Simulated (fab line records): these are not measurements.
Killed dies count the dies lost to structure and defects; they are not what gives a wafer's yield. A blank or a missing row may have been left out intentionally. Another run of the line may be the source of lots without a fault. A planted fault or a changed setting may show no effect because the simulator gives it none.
fab line records	flow nand-harc
[record] lots = 24	wafers = 72	last-day = 25
route steps=1159 shown A_SGD_CUT@763 A_SLIT@792 A_WL_FILL@810
lots with no fault: from the same line, run without faults
start-h: start of the lot's first displayed wafer, in hours after the record's first day	wait-h: time in hours since the lot's previous step	" repeats the value in the row above	L1.1+2: several wafers, shown together as one row	- no value present, or no start provided	* or withheld: withheld	< > ~ a bound
route shown NAME@n: a module of which the file shows steps, and the number in the route of the first	usual: mean/standard deviation of fault-free wafers	same: alike in all rows	chamber/n: place in a boat	sites: each site's reading	_std_site: the standard deviation of these	_edge_site: inner sites' mean taken away from outer sites' mean	radius-mm: how far each site lies from the wafer's centre	mask NAME#n: copy n	behind: the most recent tool/chamber to have shaped the wafer	hold: cause of the lot's hold/its duration in hours/its outcome	device: the n, p or np transistor that did not switch	end of line: at the end of the route, the tests of the same wafers	a step without rows: its recipe alone	killed: the dies lost at the first sort to structure and to defects; this is not the yield of the wafer	map: dies across one wafer; x = killed, . = not, _ = none there
set.NAME: the setting that was run; set.NAME@STEP: the one run at that earlier step	model.NAME: the simulator's own value behind a step, which no gauge read
steps of the route over a sample of lots; a table a step, a row a wafer
services: when a tool's chamber went out of use (start-h, in hours from the record's first day, below 0 if earlier), for how many hours, and the reason
[[steps]]
[step NHARC_A_SGD_CUT_ETCH_59]
[recipe] target-depth-a = 2600	over-etch-frac = 0.25	time-s = 406.25	ion-energy-ev = 200	n2-flow-sccm = 150	h2-flow-sccm = 150	ar-flow-sccm = 0	rf-w = 400	bias-w = 150	chemistry = N2/H2
[usual] chamber-pressure-mTorr = 29.999/0.022	drypump-motor-current-A = 6.0/0.49	oes-product-au = 0.999/0.0091	rf-vpp-V = 430/3	showerhead-plenum-p-Torr = 2.04/0.11	throttle-valve-pct = 14.171/0.009
lot.wafer	tool	chamber	start-h	wait-h	chamber-pressure-mTorr	drypump-motor-current-A	oes-product-au	rf-hours-counter-h	rf-vpp-V	showerhead-plenum-p-Torr	throttle-valve-pct
L075.3	rie-diel-10	2	-	-	30.017	6.7	1.008	9	434	2.16	14.168
L075.2	"	3	"	"	29.982	5.8	1.011	8	429	1.95	14.174
L075.6	"	1	"	"	29.991	5.2	0.988	-	429	1.93	14.182
L074.3	rie-diel-12	2	-	-	30.003	6.6	1.005	11	430	2.05	14.160
L074.1	"	0	"	"	30.006	5.8	0.992	11	426	1.91	14.178
L074.6	"	2	"	"	29.993	6.6	1.005	-	431	2.05	14.159
L077.1	rie-diel-10	1	-	-	29.990	5.2	0.980	8	427	1.93	14.173
L077.5	"	3	"	"	30.003	5.7	1.003	-	428	1.95	14.169
L077.6	"	0	"	"	29.955	6.3	1.001	-	434	2.18	14.167
L076.4	rie-diel-10	0	-	-	30.042	6.3	0.995	8	433	2.18	14.169
L076.1	"	1	"	"	29.998	5.3	0.976	8	427	1.93	14.180
L076.5	"	3	"	"	29.978	5.8	1.004	-	428	1.95	14.168
L079.4	rie-diel-10	2	-	-	30.049	6.6	1.002	10	435	2.16	14.157
L079.1	"	3	"	"	29.989	5.8	1.006	10	428	1.95	14.160
L079.6	"	1	"	"	30.016	5.3	0.982	-	426	1.93	14.162
L078.1	rie-diel-08	1	-	-	30.000	5.9	1.009	2	431	2.09	14.161
L078.6	"	3	"	"	30.028	6.5	1.011	-	428	1.99	14.176
L078.4	"	2	"	"	30.010	6.0	0.996	-	426	1.90	14.173
L081.1	rie-diel-08	3	-	-	29.998	6.5	1.019	5	428	1.99	14.161
L081.4	"	0	"	"	29.981	5.4	1.003	4	434	2.19	14.183
L081.3	"	2	"	"	30.009	6.0	0.987	5	426	1.90	14.176
L080.2	rie-diel-12	2	-	-	29.953	6.5	0.992	17	431	2.05	14.170
L080.4	"	0	"	"	29.985	5.8	1.002	16	427	1.91	14.165
L080.6	"	2	"	"	30.017	6.6	0.998	-	432	2.05	14.182
L082.2	rie-diel-12	2	-	-	30.000	6.5	0.998	19	429	2.05	14.179
L082.1	"	3	"	"	30.009	5.7	0.998	17	428	1.96	14.164
L082.4	"	1	"	"	29.950	6.5	1.001	-	432	2.08	14.185
L084.3	rie-diel-08	3	-	-	29.992	6.5	1.001	7	429	1.99	14.161
L084.5	"	3	"	"	30.046	6.5	0.997	-	431	1.99	14.184
L084.6	"	0	"	"	30.006	5.4	1.006	-	434	2.19	14.155
L083.3	rie-diel-10	1	-	-	29.961	5.2	1.003	1	427	1.93	14.190
L083.1	"	2	"	"	29.961	6.7	0.993	1	435	2.16	14.181
L083.6	"	1	"	"	29.990	5.3	1.000	-	429	1.93	14.191
L085.4	rie-diel-08	3	-	-	29.993	6.5	0.995	7	429	1.99	14.173
L085.3	"	1	"	"	29.989	5.9	0.993	8	432	2.08	14.157
L085.5	"	3	"	"	30.010	6.5	0.996	-	428	1.99	14.158
L087.2	rie-diel-10	0	-	-	30.006	6.3	0.996	2	435	2.18	14.167
L087.1	"	3	"	"	30.002	5.8	0.989	2	429	1.95	14.183
L087.6	"	0	"	"	29.975	6.3	0.990	-	434	2.18	14.174
L089.2	rie-diel-10	2	-	-	29.973	6.6	1.004	2	435	2.16	14.172
L089.1	"	3	"	"	30.020	5.8	0.994	2	428	1.95	14.155
L089.5	"	1	"	"	29.987	5.3	1.010	-	427	1.93	14.164
L088.1	rie-diel-08	3	-	-	29.978	6.5	1.020	10	429	1.99	14.176
L088.3	"	0	"	"	30.004	5.4	1.011	9	433	2.19	14.174
L088.5	"	3	"	"	30.017	6.5	1.016	-	430	1.99	14.165
L086.1	rie-diel-10	2	-	-	29.998	6.6	1.004	2	433	2.16	14.172
L086.4	"	1	"	"	29.990	5.3	1.013	3	428	1.93	14.162
L086.6	"	3	"	"	29.991	5.8	1.005	-	427	1.95	14.172
L092.1	rie-diel-12	1	-	-	29.974	6.6	0.995	1	432	2.08	14.173
L092.5	"	0	"	"	29.990	5.8	1.005	-	428	1.90	14.158
L092.6	"	1	"	"	30.004	6.6	0.984	-	431	2.08	14.165
L090.2	rie-diel-10	1	-	-	30.009	5.3	1.004	4	427	1.93	14.185
L090.4	"	3	"	"	30.000	5.8	0.995	3	428	1.95	14.182
L090.1	"	0	"	"	30.029	6.3	0.995	4	434	2.18	14.171
L091.4	rie-diel-10	1	-	-	29.989	5.2	1.008	4	427	1.93	14.164
L091.3	"	2	"	"	30.014	6.6	0.996	4	434	2.16	14.167
L091.1	"	3	"	"	29.967	5.8	0.994	4	429	1.95	14.167
L093.2	rie-diel-08	1	-	-	29.991	5.9	1.001	12	434	2.08	14.177
L093.3	"	2	"	"	29.997	5.9	0.987	11	428	1.90	14.168
L093.1	"	3	"	"	29.999	6.5	1.003	12	428	1.99	14.162
L094.4	rie-diel-10	0	-	-	30.005	6.3	1.001	5	433	2.18	14.177
L094.3	"	2	"	"	30.017	6.6	0.989	4	434	2.16	14.174
L094.6	"	0	"	"	30.018	6.3	1.008	-	435	2.18	14.175
L096.4	rie-diel-10	1	-	-	30.045	5.3	0.996	5	428	1.93	14.169
L096.2	"	2	"	"	30.022	6.6	0.994	5	433	2.16	14.163
L096.5	"	2	"	"	29.944	6.7	0.995	-	433	2.16	14.171
L095.2	rie-diel-12	3	-	-	30.020	5.7	0.984	4	429	1.96	14.161
L095.1	"	0	"	"	29.964	5.8	1.005	4	425	1.90	14.191
L095.6	"	3	"	"	29.973	5.7	0.981	-	428	1.96	14.191
L097.3	rie-diel-10	1	-	-	30.002	5.3	0.996	6	429	1.93	14.168
L097.1	"	0	"	"	30.001	6.2	1.000	6	434	2.18	14.182
L097.6	"	2	"	"	30.029	6.6	0.987	-	435	2.16	14.169
[step NHARC_A_SLIT_INSPECT_11]
[usual] raw-defect-count = 20/9.3
lot.wafer	tool	chamber	start-h	wait-h	raw-defect-count
L074.1	defect-inspect-01	-	315.86	0.0	12
L074.3	"	-	"	"	15
L074.6	"	-	"	"	18
L075.2	defect-inspect-01	-	315.89	0.0	21
L075.3	"	-	"	"	23
L075.6	"	-	"	"	30
L077.1	defect-inspect-01	-	326.98	0.0	5
L077.5	"	-	"	"	11
L077.6	"	-	"	"	19
L076.1	defect-inspect-01	-	327.67	0.0	24
L076.4	"	-	"	"	34
L076.5	"	-	"	"	21
L079.1	defect-inspect-01	-	343.08	0.0	13
L079.4	"	-	"	"	10
L079.6	"	-	"	"	21
L078.1	defect-inspect-01	-	343.50	0.0	22
L078.4	"	-	"	"	19
L078.6	"	-	"	"	25
L081.1	defect-inspect-01	-	367.49	0.0	21
L081.3	"	-	"	"	27
L081.4	"	-	"	"	19
L080.2	defect-inspect-02	-	368.47	0.0	16
L080.4	"	-	"	"	16
L080.6	"	-	"	"	12
L082.1	defect-inspect-02	-	381.98	0.1	42
L082.2	"	-	"	"	30
L082.4	"	-	"	"	28
L084.3	defect-inspect-01	-	382.11	0.0	39
L084.5	"	-	"	"	26
L084.6	"	-	"	"	29
L085.3	defect-inspect-01	-	382.36	0.0	12
L085.4	"	-	"	"	9
L085.5	"	-	"	"	12
L083.1	defect-inspect-02	-	384.03	0.0	12
L083.3	"	-	"	"	9
L083.6	"	-	"	"	11
L087.1	defect-inspect-01	-	396.00	0.0	23
L087.2	"	-	"	"	23
L087.6	"	-	"	"	20
L089.1	defect-inspect-02	-	406.44	0.0	12
L089.2	"	-	"	"	12
L089.5	"	-	"	"	14
L086.1	defect-inspect-02	-	406.66	0.0	19
L086.4	"	-	"	"	16
L086.6	"	-	"	"	17
L088.1	defect-inspect-02	-	407.24	0.0	35
L088.3	"	-	"	"	26
L088.5	"	-	"	"	29
L091.1	defect-inspect-01	-	416.86	0.0	40
L091.3	"	-	"	"	28
L091.4	"	-	"	"	32
L092.1	defect-inspect-02	-	418.10	0.0	16
L092.5	"	-	"	"	11
L092.6	"	-	"	"	18
L090.1	defect-inspect-01	-	418.71	0.0	16
L090.2	"	-	"	"	8
L090.4	"	-	"	"	12
L093.1	defect-inspect-01	-	435.47	0.0	30
L093.2	"	-	"	"	28
L093.3	"	-	"	"	35
L094.3	defect-inspect-02	-	436.08	0.0	8
L094.4	"	-	"	"	10
L094.6	"	-	"	"	10
L096.2	defect-inspect-01	-	444.54	0.0	16
L096.4	"	-	"	"	16
L096.5	"	-	"	"	15
L095.1	defect-inspect-01	-	445.47	0.0	35
L095.2	"	-	"	"	38
L095.6	"	-	"	"	29
L097.1	defect-inspect-01	-	467.13	0.0	16
L097.3	"	-	"	"	20
L097.6	"	-	"	"	20
[step NHARC_A_WL_FILL_RTA_01]
[recipe] temp-c = 1000	time-s = 5
[usual] lamp-power-pct = 29.0/1.3	lamp_zone_1_pct = 29.0/1.3	wafer_temp_C_max = 1003.8/0.97
lot.wafer	tool	chamber	start-h	wait-h	lamp-power-pct	lamp_zone_1_pct	wafer_temp_C_max
L075.2	rtp-anneal-01	0	330.75	-	31.1	31.1	1004.2
L075.3	"	0	"	"	31.1	31.1	1004.3
L075.6	"	0	"	"	31.1	31.1	1004.1
L074.1	rtp-anneal-02	0	330.88	-	28.2	28.1	1003.1
L074.3	"	0	"	"	28.1	28.1	1002.7
L074.6	"	0	"	"	28.1	28.2	1004.4
L077.1	rtp-anneal-02	0	338.36	-	28.2	28.2	1004.3
L077.5	"	0	"	"	28.1	28.2	1002.4
L077.6	"	0	"	"	28.1	28.1	1003.5
L076.1	rtp-anneal-02	0	338.53	-	28.1	28.2	1003.2
L076.4	"	0	"	"	28.2	28.2	1005.1
L076.5	"	0	"	"	28.2	28.1	1003.0
L079.1	rtp-anneal-01	0	354.50	-	31.1	31.1	1005.7
L079.4	"	0	"	"	31.1	31.1	1003.9
L079.6	"	0	"	"	31.1	31.1	1003.8
L078.1	rtp-anneal-02	0	354.51	-	28.2	28.2	1003.4
L078.4	"	0	"	"	28.2	28.1	1002.2
L078.6	"	0	"	"	28.2	28.2	1003.2
L081.1	rtp-anneal-02	0	379.58	-	28.1	28.1	1002.9
L081.3	"	0	"	"	28.1	28.2	1003.7
L081.4	"	0	"	"	28.2	28.2	1003.9
L080.2	rtp-anneal-01	0	379.63	-	31.0	31.1	1004.8
L080.4	"	0	"	"	31.1	31.1	1005.3
L080.6	"	0	"	"	31.1	31.1	1004.5
L082.1	rtp-anneal-02	0	393.70	-	28.2	28.2	1004.1
L082.2	"	0	"	"	28.2	28.2	1004.4
L082.4	"	0	"	"	28.1	28.2	1003.4
L084.3	rtp-anneal-01	0	393.92	-	31.1	31.1	1005.4
L084.5	"	0	"	"	31.1	31.1	1006.2
L084.6	"	0	"	"	31.1	31.1	1004.0
L083.1	rtp-anneal-02	0	394.03	-	28.1	28.3	1002.6
L083.3	"	0	"	"	28.2	28.2	1003.3
L083.6	"	0	"	"	28.2	28.2	1003.1
L085.3	rtp-anneal-01	0	394.25	-	31.0	31.0	1003.8
L085.4	"	0	"	"	31.0	31.1	1005.0
L085.5	"	0	"	"	31.1	31.0	1005.0
L087.1	rtp-anneal-02	0	413.70	-	28.2	28.2	1003.5
L087.2	"	0	"	"	28.2	28.2	1003.7
L087.6	"	0	"	"	28.2	28.2	1003.0
L089.1	rtp-anneal-02	0	417.98	-	28.2	28.2	1003.7
L089.2	"	0	"	"	28.1	28.2	1003.0
L089.5	"	0	"	"	28.2	28.1	1003.1
L088.1	rtp-anneal-02	0	418.16	-	28.1	28.2	1005.1
L088.3	"	0	"	"	28.1	28.2	1003.4
L088.5	"	0	"	"	28.1	28.2	1003.5
L086.1	rtp-anneal-02	0	418.50	-	28.1	28.1	1004.5
L086.4	"	0	"	"	28.1	28.1	1003.1
L086.6	"	0	"	"	28.2	28.2	1004.2
L092.1	rtp-anneal-02	0	428.40	-	28.2	28.1	1003.5
L092.5	"	0	"	"	28.2	28.2	1003.7
L092.6	"	0	"	"	28.2	28.2	1003.0
L091.1	rtp-anneal-01	0	428.41	-	31.1	31.1	1004.8
L091.3	"	0	"	"	31.1	31.2	1005.2
L091.4	"	0	"	"	31.1	31.1	1003.9
L090.1	rtp-anneal-02	0	428.57	-	28.1	28.1	1004.6
L090.2	"	0	"	"	28.1	28.1	1003.9
L090.4	"	0	"	"	28.1	28.2	1003.1
L094.3	rtp-anneal-02	0	448.15	-	28.2	28.2	1002.7
L094.4	"	0	"	"	28.2	28.2	1003.8
L094.6	"	0	"	"	28.2	28.2	1002.6
L093.1	rtp-anneal-02	0	448.26	-	28.2	28.1	1004.2
L093.2	"	0	"	"	28.1	28.1	1002.9
L093.3	"	0	"	"	28.2	28.1	1003.2
L095.1	rtp-anneal-02	0	456.26	-	28.1	28.1	1002.0
L095.2	"	0	"	"	28.1	28.2	1003.7
L095.6	"	0	"	"	28.1	28.1	1002.3
L096.2	rtp-anneal-01	0	456.28	-	31.1	31.1	1005.6
L096.4	"	0	"	"	31.1	31.1	1005.1
L096.5	"	0	"	"	31.1	31.1	1006.2
L097.1	rtp-anneal-02	0	478.78	-	28.2	28.2	1002.8
L097.3	"	0	"	"	28.1	28.2	1002.7
L097.6	"	0	"	"	28.2	28.2	1003.6
[step NHARC_A_WL_FILL_ALD_10]
[recipe] target-thk-a = 500	pulse-time-s = 10	ald-cycles = 500	temp-c = 300	material = SiO2
[usual] heater-power-w = 461/33	precursor-pulse-height-rel = 1.000/0.019
lot.wafer	tool	chamber	start-h	wait-h	heater-power-w	precursor-pulse-height-rel
L075.2	ald-hk-03	2	344.04	0.1	497	1.004
L075.3	"	1	345.59	1.6	430	0.957
L075.6	"	3	346.62	2.6	450	0.995
L074.1	ald-hk-01	1	344.21	0.2	494	1.015
L074.3	"	3	345.25	1.3	522	1.001
L074.6	"	2	346.81	2.8	488	1.021
L076.4	ald-hk-03	3	349.86	0.1	454	0.981
L076.1	"	2	351.42	1.7	494	1.011
L076.5	"	0	352.45	2.7	452	0.975
L077.1	ald-hk-04	0	350.29	0.6	494	1.010
L077.5	"	3	351.86	2.2	469	0.974
L077.6	"	0	"	"	486	0.999
L079.4	ald-hk-03	2	367.88	0.0	505	0.980
L079.1	"	1	369.46	1.6	456	1.042
L079.6	"	3	370.51	2.7	456	0.963
L078.1	ald-hk-01	0	368.90	1.1	407	1.027
L078.4	"	1	"	"	506	0.996
L078.6	"	1	371.46	3.6	494	0.981
L081.4	ald-hk-03	1	392.57	0.0	435	1.005
L081.1	"	3	393.62	1.1	461	1.021
L081.3	"	0	"	"	448	0.987
L080.2	ald-hk-01	2	393.10	0.6	500	1.023
L080.4	"	0	394.13	1.6	406	1.008
L080.6	"	1	"	"	502	0.995
L085.3	ald-hk-04	0	407.25	0.0	470	1.031
L085.4	"	2	408.28	1.1	442	0.973
L085.5	"	1	409.82	2.6	433	1.023
L082.1	ald-hk-03	1	410.34	3.1	432	1.034
L082.2	"	3	411.37	4.2	455	0.988
L082.4	"	0	"	"	436	1.008
L084.3	ald-hk-04	2	411.88	4.7	426	1.031
L084.6	"	3	"	"	450	0.987
L084.5	"	0	"	"	482	1.013
L083.1	ald-hk-04	2	414.46	7.3	438	1.037
L083.3	"	3	"	"	442	0.944
L083.6	"	0	"	"	482	0.961
L087.2	ald-hk-03	3	423.49	0.1	446	1.035
L087.1	"	0	"	"	443	1.027
L087.6	"	0	426.08	2.6	448	1.004
L089.1	ald-hk-04	2	431.29	0.1	438	0.962
L089.2	"	1	432.84	1.6	437	1.013
L089.5	"	2	"	"	424	0.979
L088.1	ald-hk-03	2	431.82	0.6	495	1.034
L088.3	"	3	"	"	444	0.977
L088.5	"	1	433.36	2.1	450	1.031
L086.4	ald-hk-01	0	431.83	0.6	415	0.968
L086.1	"	1	"	"	496	1.024
L086.6	"	0	433.86	2.6	393	0.997
L090.1	ald-hk-04	2	442.15	0.1	438	1.035
L090.4	"	3	"	"	448	0.991
L090.2	"	1	443.70	1.6	422	0.982
L091.3	ald-hk-03	3	444.76	2.7	454	1.020
L091.4	"	1	445.78	3.7	438	0.963
L091.1	"	2	"	"	512	1.017
L092.1	ald-hk-01	3	446.35	4.3	527	1.000
L092.5	"	0	"	"	406	1.018
L092.6	"	1	"	"	487	1.002
L093.3	ald-hk-03	0	457.82	0.1	443	1.000
L093.1	"	2	458.85	1.1	498	0.970
L093.2	"	3	"	"	458	0.993
L094.3	ald-hk-04	3	457.83	0.1	433	0.994
L094.4	"	1	458.87	1.1	446	0.990
L094.6	"	0	460.45	2.7	470	1.005
L095.2	ald-hk-04	1	469.09	0.1	445	0.987
L095.1	"	2	"	"	432	1.009
L095.6	"	1	471.16	2.1	448	1.017
L096.4	ald-hk-01	3	470.13	1.1	536	0.994
L096.2	"	0	"	"	394	1.004
L096.5	"	2	471.68	2.6	509	1.007
L097.1	ald-hk-04	3	488.39	0.1	449	1.007
L097.3	"	0	"	"	475	0.996
L097.6	"	3	490.45	2.1	428	1.021
[step NHARC_A_WL_FILL_STRIP_29]
[recipe] time-s = 20	o2-flow-sccm = 500	ar-flow-sccm = 0	bias-w = 0	chemistry = O2
[usual] chamber-pressure-mTorr = 60.00/0.13	drypump-motor-current-A = 5.5/0.59	oes-product-au = 0.999/0.01	rf-vpp-V = 58.1/0.94	showerhead-plenum-p-Torr = 3.61/0.17	throttle-valve-pct = 17.037/0.0078
lot.wafer	tool	chamber	start-h	wait-h	chamber-pressure-mTorr	drypump-motor-current-A	oes-product-au	rf-hours-counter-h	rf-vpp-V	showerhead-plenum-p-Torr	throttle-valve-pct
L075.2	rie-diel-11	3	348.78	0.1	59.89	5.3	0.994	10.2	57.5	3.34	17.034
L075.3	"	2	"	"	60.03	6.1	1.001	7.8	59.6	3.70	17.033
L075.6	"	0	"	"	60.04	5.3	0.992	-	59.7	3.71	17.039
L074.1	rie-diel-03	2	348.97	0.1	60.05	5.1	1.002	3.4	57.9	3.43	17.026
L074.3	"	0	"	"	59.92	6.6	0.988	3.2	57.4	3.71	17.033
L074.6	"	2	"	"	59.99	5.1	0.999	-	58.4	3.43	17.038
L077.1	rie-diel-05	0	354.59	0.1	59.91	6.6	0.998	0.1	58.5	3.68	17.029
L077.6	"	1	"	"	59.90	4.8	0.998	-	58.8	3.78	17.032
L077.5	"	2	"	"	60.04	6.3	1.001	-	58.7	3.79	17.047
L076.4	rie-diel-11	0	354.61	0.1	60.01	5.3	1.005	12.8	56.6	3.71	17.028
L076.1	"	2	"	"	59.94	6.2	1.020	8.3	57.8	3.70	17.029
L076.5	"	0	"	"	60.03	5.3	0.999	-	58.4	3.71	17.039
L079.1	rie-diel-03	2	372.68	0.1	59.99	5.0	0.989	4.2	57.4	3.43	17.035
L079.4	"	3	"	"	60.03	5.2	1.020	4.1	57.7	3.71	17.015
L079.6	"	0	"	"	59.98	6.5	0.990	-	58.6	3.71	17.025
L078.1	rie-diel-03	1	373.63	0.1	60.03	4.8	1.005	4.2	58.7	3.65	17.029
L078.4	"	2	"	"	60.01	5.1	0.995	4.2	56.2	3.43	17.039
L078.6	"	0	"	"	59.87	6.5	0.988	-	59.4	3.71	17.025
L080.2	rie-diel-11	0	397.34	0.1	60.01	5.3	1.017	1.1	57.2	3.71	17.034
L080.4	"	1	"	"	60.05	5.6	0.995	1.3	56.8	3.30	17.040
L080.6	"	0	"	"	59.94	5.3	1.005	-	59.2	3.71	17.036
L081.3	rie-diel-05	3	397.38	0.1	60.09	5.2	0.995	1.4	58.6	3.77	17.029
L081.1	"	0	"	"	59.88	6.5	0.993	1.1	59.5	3.68	17.023
L081.4	"	3	"	"	60.04	5.2	0.993	-	58.0	3.76	17.043
L085.3	rie-diel-05	1	411.99	0.1	60.02	4.8	0.997	2.2	58.1	3.78	17.030
L085.4	"	3	"	"	59.95	5.3	0.995	2.2	59.7	3.76	17.032
L085.5	"	0	"	"	59.93	6.5	1.004	-	58.5	3.68	17.036
L084.3	rie-diel-11	3	415.07	0.1	59.92	5.3	1.012	2.1	57.4	3.33	17.041
L084.5	"	0	"	"	59.97	5.3	0.999	-	58.8	3.71	17.043
L084.6	"	1	"	"	59.97	5.7	0.991	-	58.0	3.30	17.026
L082.2	rie-diel-05	3	415.08	0.1	60.02	5.3	1.009	2.2	58.5	3.76	17.034
L082.4	"	0	"	"	59.97	6.6	1.001	1.9	59.4	3.68	17.039
L082.1	"	1	"	"	60.08	4.8	1.015	2.2	58.7	3.78	17.056
L083.3	rie-diel-11	3	418.19	0.1	59.90	5.3	1.007	2.1	58.2	3.33	17.024
L083.1	"	0	"	"	60.07	5.3	1.013	2.2	57.2	3.71	17.038
L083.6	"	2	"	"	59.90	6.1	1.012	-	59.0	3.70	17.046
L087.2	rie-diel-11	0	428.23	0.1	60.00	5.3	0.998	2.4	57.8	3.71	17.045
L087.1	"	3	"	"	60.02	5.3	1.009	2.3	58.7	3.33	17.027
L087.6	"	0	"	"	59.97	5.3	0.992	-	59.2	3.71	17.041
L086.1	rie-diel-11	2	436.03	0.1	60.03	6.1	0.995	2.7	57.4	3.70	17.049
L086.4	"	3	"	"	60.03	5.3	1.009	2.7	56.8	3.33	17.028
L086.6	"	1	"	"	59.98	5.6	0.996	-	56.7	3.30	17.044
L089.2	rie-diel-03	1	436.03	0.1	59.95	4.9	0.977	1.5	59.0	3.65	17.042
L089.1	"	2	"	"	60.08	5.0	1.003	1.4	57.0	3.43	17.037
L089.5	"	0	"	"	59.88	6.5	0.984	-	58.3	3.71	17.032
L088.3	rie-diel-05	1	436.04	0.1	60.02	4.8	1.000	2.5	59.8	3.78	17.037
L088.1	"	0	"	"	59.98	6.6	0.993	2.3	58.5	3.68	17.034
L088.5	"	0	"	"	59.92	6.6	1.000	-	57.9	3.68	17.031
L090.2	rie-diel-03	2	446.90	0.1	60.02	5.1	1.016	1.7	57.5	3.43	17.044
L090.1	"	0	"	"	59.95	6.5	0.987	1.7	58.7	3.71	17.035
L090.4	"	1	"	"	60.01	4.9	1.003	1.7	58.4	3.65	17.052
L091.4	rie-diel-03	0	449.44	0.1	60.01	6.5	0.997	1.7	59.0	3.71	17.045
L091.3	"	2	"	"	59.93	5.0	1.007	1.7	56.2	3.43	17.034
L091.1	"	3	"	"	60.09	5.2	0.991	1.7	58.5	3.70	17.034
L092.1	rie-diel-11	0	449.55	0.1	60.00	5.3	0.997	4.3	57.8	3.71	17.047
L092.6	"	0	"	"	60.06	5.3	1.015	-	59.5	3.71	17.030
L092.5	"	1	"	"	59.98	5.6	0.985	-	57.3	3.30	17.046
L093.1	rie-diel-11	1	462.56	0.1	59.98	5.6	1.001	5.1	57.0	3.30	17.045
L093.3	"	2	"	"	60.01	6.2	0.986	4.2	57.6	3.69	17.031
L093.2	"	3	"	"	60.01	5.3	1.007	4.6	58.8	3.33	17.034
L094.3	rie-diel-05	1	462.61	0.1	59.87	4.8	0.998	3.1	58.7	3.78	17.043
L094.4	"	2	"	"	60.00	6.3	0.998	1.7	59.7	3.79	17.049
L094.6	"	2	"	"	59.96	6.3	1.007	-	58.7	3.79	17.031
L096.4	rie-diel-11	2	473.84	0.1	59.87	6.2	0.983	4.6	58.5	3.69	17.032
L096.2	"	1	"	"	59.98	5.6	0.990	5.4	58.3	3.30	17.037
L096.5	"	2	"	"	59.98	6.1	0.998	-	57.0	3.69	17.047
L095.2	rie-diel-03	1	473.91	0.1	60.02	4.9	0.981	2.3	56.6	3.65	17.044
L095.1	"	2	"	"	59.94	5.1	0.998	2.4	58.0	3.43	17.040
L095.6	"	1	"	"	59.98	4.9	0.985	-	59.4	3.65	17.039
L097.3	rie-diel-03	3	493.14	0.1	60.00	5.3	0.986	2.4	57.3	3.70	17.021
L097.1	"	1	"	"	60.01	4.9	0.984	3.3	58.9	3.64	17.045
L097.6	"	2	"	"	60.01	5.1	0.996	-	57.5	3.43	17.040
[step NHARC_A_WL_FILL_INSPECT_15]
[usual] raw-defect-count = 381/130
lot.wafer	tool	chamber	start-h	wait-h	raw-defect-count
L075.2	defect-inspect-01	-	360.06	0.1	295
L075.3	"	-	"	"	312
L075.6	"	-	"	"	281
L074.1	defect-inspect-01	-	360.11	0.1	238
L074.3	"	-	"	"	197
L074.6	"	-	"	"	243
L077.1	defect-inspect-02	-	367.91	0.0	409
L077.5	"	-	"	"	428
L077.6	"	-	"	"	333
L076.1	defect-inspect-01	-	368.07	0.0	293
L076.4	"	-	"	"	383
L076.5	"	-	"	"	318
L079.1	defect-inspect-02	-	384.55	0.0	338
L079.4	"	-	"	"	395
L079.6	"	-	"	"	511
L078.1	defect-inspect-02	-	384.83	0.0	434
L078.4	"	-	"	"	295
L078.6	"	-	"	"	661
L081.1	defect-inspect-02	-	409.05	0.0	384
L081.3	"	-	"	"	562
L081.4	"	-	"	"	359
L080.2	defect-inspect-01	-	409.24	0.0	329
L080.4	"	-	"	"	541
L080.6	"	-	"	"	430
L085.3	defect-inspect-02	-	423.46	0.0	505
L085.4	"	-	"	"	401
L085.5	"	-	"	"	481
L084.3	defect-inspect-01	-	429.76	0.0	311
L084.5	"	-	"	"	243
L084.6	"	-	"	"	250
L082.1	defect-inspect-02	-	430.55	0.1	330
L082.2	"	-	"	"	342
L082.4	"	-	"	"	327
L083.1	defect-inspect-01	-	434.54	0.0	467
L083.3	"	-	"	"	385
L083.6	"	-	"	"	241
L087.1	defect-inspect-02	-	441.77	0.0	422
L087.2	"	-	"	"	517
L087.6	"	-	"	"	371
L086.1	defect-inspect-02	-	447.11	0.1	200
L086.4	"	-	"	"	278
L086.6	"	-	"	"	215
L089.1	defect-inspect-01	-	447.42	0.0	332
L089.2	"	-	"	"	528
L089.5	"	-	"	"	501
L088.1	defect-inspect-02	-	451.41	0.0	410
L088.3	"	-	"	"	462
L088.5	"	-	"	"	570
L090.1	defect-inspect-02	-	458.47	0.1	228
L090.2	"	-	"	"	252
L090.4	"	-	"	"	440
L092.1	defect-inspect-02	-	461.39	0.0	302
L092.5	"	-	"	"	347
L092.6	"	-	"	"	245
L091.1	defect-inspect-01	-	462.79	0.0	324
L091.3	"	-	"	"	386
L091.4	"	-	"	"	304
L094.3	defect-inspect-02	-	473.75	0.0	231
L094.4	"	-	"	"	171
L094.6	"	-	"	"	318
L093.1	defect-inspect-02	-	478.10	0.0	458
L093.2	"	-	"	"	431
L093.3	"	-	"	"	570
L096.2	defect-inspect-02	-	493.22	0.0	307
L096.4	"	-	"	"	395
L096.5	"	-	"	"	387
L095.1	defect-inspect-01	-	495.38	0.0	416
L095.2	"	-	"	"	498
L095.6	"	-	"	"	402
L097.1	defect-inspect-02	-	506.21	0.0	501
L097.3	"	-	"	"	480
L097.6	"	-	"	"	398
[[services]]
tool	chamber	start-h	hours	kind
rie-diel-08	1	281.73	6.5	repair
rie-diel-11	3	282.49	8.6	repair
rie-diel-11	1	286.28	5.0	repair
rie-diel-05	1	293.21	6.2	repair
rie-diel-03	0	295.51	7.6	repair
rie-diel-03	-	296.92	2.4	repair
rtp-anneal-02	-	300.22	12.0	pm
rie-diel-10	-	315.21	0.6	repair
rie-diel-11	0	315.73	4.5	repair
rie-diel-11	2	323.30	9.9	repair
rie-diel-10	3	323.78	4.7	repair
ald-hk-03	-	323.81	10.0	pm
rie-diel-10	-	353.79	9.0	pm
rie-diel-11	0	357.39	6.8	repair
ald-hk-04	-	364.00	10.0	pm
rie-diel-11	-	366.51	9.0	pm
rie-diel-11	-	379.10	0.5	repair
rie-diel-03	-	392.30	9.0	pm
rie-diel-03	-	404.87	1.6	repair
rie-diel-11	0	409.98	2.8	repair
rie-diel-03	-	467.76	0.7	repair
rie-diel-03	0	468.93	12.0	repair
rie-diel-03	3	472.55	14.5	repair
rie-diel-03	-	478.87	0.9	repair
[[key]]
fault none
